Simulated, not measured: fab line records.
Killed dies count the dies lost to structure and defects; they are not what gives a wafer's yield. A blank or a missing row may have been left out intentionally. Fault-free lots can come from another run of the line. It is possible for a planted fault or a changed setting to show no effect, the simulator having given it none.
Struck lot and sound lot, side by side || flow n5 finfet || 16 out of 1938 route steps
Sound: these wafers, L173.2, L173.3, L173.6. Struck: wafers L188.3, L188.4. (L188.5 of the same lot was not struck and is left out.) The cause comes at the end.
Per side, at each step with rows, come the tool, then ch with its chambers, and then its first start. Under that, the readings that differ: sound wafers || struck wafers || difference of the means || sigmas: that difference in standard deviations of wafers without a fault.
alike: readings with means less than 2 such deviations apart, plus words and numbers identical on both sides. not compared: withheld readings, readings lacking a value on some wafer, bounds such as >300 that could conceal the same value, and numbers that have no deviation in the record and whose values overlap.
Wherever a step has rows on one side only, a row that says differs or no value, or a row with sigmas, the two part there. Non-overlapping numbers with no deviation appear without sigmas and do not part them. Lack of a reading on every wafer of one side parts them only where that side has two or more wafers.

first, 6 steps without rows for these wafers: N5_BEOL_M0_SAQP_COAT_34 (resist thk 30 nm); N5_BEOL_M0_SAQP_EBR_36; N5_BEOL_M0_SAQP_SOFTBAKE_35 (time 60 s); N5_BEOL_M0_SAQP_EXPOSE_37 (exposes mask M0 CUT1, target cd 30 nm); N5_BEOL_M0_SAQP_PEB_38 (peb time 60 s); N5_BEOL_M0_SAQP_DEVELOP_39 (develop time 30 s).
N5_BEOL_M0_SAQP_CD_MEAS_40: the cd target is 30 nm.
  sound on cd sem-02 ch 0, day 6 11:16; struck on cd sem-03 ch 0, day 9 22:21
  alike: cd nm
N5_BEOL_M0_SAQP_OVL_MEAS_41:
  sound on overlay-02 ch 0, day 6 11:18; struck on overlay-01 ch 0, day 9 22:23
  alike: M0_CUT1_OVL
N5_BEOL_M0_SAQP_INSPECT_42: inspects for defects (brightfield).
  struck on defect inspect-01, day 9 22:26; sound on defect inspect-02, day 6 11:21
{"reading": "raw defect count", "sound": "209 229 181", "struck": "452 373", "difference": "+206", "sigmas": "+2"}
N5_BEOL_M0_SAQP_DESCUM_45: chemistry O2, time 7 s.
  sound on rie diel-06 ch 0,1,3, day 6 11:23; struck on rie diel-02 ch 1, day 9 22:36
{"reading": "rf vpp V (V)", "sound": "243.5 239.7 240.5", "struck": "245.8 244.5", "difference": "+3.9", "sigmas": "+3"}
{"reading": "showerhead plenum p Torr (Torr)", "sound": "2.09 1.99 1.93", "struck": "2.23 2.23", "difference": "+0.23", "sigmas": "+3"}
  alike: drypump motor current A, oes product au, throttle valve pct
  not compared: rf hours counter h
N5_BEOL_M0_SAQP_ETCH_88: etches underlayer in N2/H2, target depth 6.5 nm, time 5.2 s.
  sound on rie diel-06 ch 0,1,3, day 6 11:25; struck on rie diel-02 ch 1, day 9 22:38
{"reading": "rf vpp V (V)", "sound": "523 520 519", "struck": "528 529", "difference": "+8", "sigmas": "+3"}
{"reading": "showerhead plenum p Torr (Torr)", "sound": "2.52 2.41 2.36", "struck": "2.71 2.71", "difference": "+0.28", "sigmas": "+3"}
  alike: drypump motor current A, etch rf on time s, oes product au, throttle valve pct
  not compared: rf hours counter h
N5_BEOL_M0_SAQP_ETCH_73: etches SiARC in CF4, target depth 19.5 nm, time 32.5 s.
  sound on rie diel-06 ch 0,1,3, day 6 11:26; struck on rie diel-02 ch 1, day 9 22:39
{"reading": "rf vpp V (V)", "sound": "184.5 182.5 183.2", "struck": "186.5 186.6", "difference": "+3.2", "sigmas": "+2"}
{"reading": "showerhead plenum p Torr (Torr)", "sound": "2.13 2.06 1.98", "struck": "2.25 2.25", "difference": "+0.19", "sigmas": "+2"}
{"reading": "throttle valve pct (%)", "sound": "15.89 15.92 15.79", "struck": "15.36 15.35", "difference": -0.51, "sigmas": -2}
  alike: drypump motor current A, etch rf on time s, oes product au
  not compared: rf hours counter h
N5_BEOL_M0_SAQP_CUT_ETCH_46: etches SOC in N2/H2, target depth 135 nm, overetch 27 nm, time 202.5 s.
  sound on rie diel-06 ch 0,1,3, day 6 11:28; struck on rie diel-02 ch 1, day 9 22:41
{"reading": "rf vpp V (V)", "sound": "523.6 521.7 517.6", "struck": "527.1 527.3", "difference": "+6.2", "sigmas": "+2"}
{"reading": "showerhead plenum p Torr (Torr)", "sound": "2.52 2.41 2.36", "struck": "2.71 2.71", "difference": "+0.28", "sigmas": "+3"}
{"reading": "model.SiARC_of_BEOL_M0_SAQP_COAT_72.thk nm (nm)", "sound": "4.6 4.6 4.4", "struck": "3.8 3.8", "difference": -0.7, "sigmas": ""}
  alike: drypump motor current A, throttle valve pct
  not compared: rf hours counter h
then, 1 step without rows for these wafers: N5_BEOL_M0_SAQP_STRIP_74 (strips in N2/H2).
-- the record jumps here: 5 days lie between the struck wafers' starts before and after (it left off in module BEOL_M0_SAQP and takes up again in module BEOL_M4, whose first step shown is number 1111 of the route) --
N5_BEOL_M4_RC_MEAS_101:
  sound on prober-02 ch 0, day 10 08:08; struck on prober-01 ch 0, day 14 16:14
  alike: DIBL_N, DIBL_P, IOFF_N, IOFF_P, ION_N, ION_P, SS_N, SS_P, VT_N, VT_P
-- a jump in the record: the struck wafers' starts before and after are 5 days apart (it breaks off in module BEOL_M4 and resumes in module PASSIVATION, where the first step shown is number 1936 of the route) --
N5_PASSIVATION_PROBE_49:
  struck on prober-01, day 19 08:28; sound on prober-01, day 14 15:40
{"reading": "killed_at_M4_up", "sound": "9 11 10", "struck": "25 24", "difference": "+14", "sigmas": "+2"}
{"reading": "killed at other", "sound": "11 5 8", "struck": "2 1", "difference": -6, "sigmas": -2}
{"reading": "killed open", "sound": "70 46 58", "struck": "92 89", "difference": "+32", "sigmas": "+3"}
{"reading": "sort_bin_5_function (%)", "sound": "5.2 3.5 4.1", "struck": "7.1 5.8", "difference": "+2.2", "sigmas": "+2"}
  alike: defect limited yield, killed_at_M0_to_M3, killed at contacts, killed at front end, killed dies, killed on rim, killed short, sort_bin_6_memory, sort_bin_8_speed, sort n pass, sort yield pct

## WHERE THEY PART
Earliest at N5_BEOL_M0_SAQP_INSPECT_42; latest, in this record, at N5_PASSIVATION_PROBE_49.

WHY: whatever the simulator had introduced
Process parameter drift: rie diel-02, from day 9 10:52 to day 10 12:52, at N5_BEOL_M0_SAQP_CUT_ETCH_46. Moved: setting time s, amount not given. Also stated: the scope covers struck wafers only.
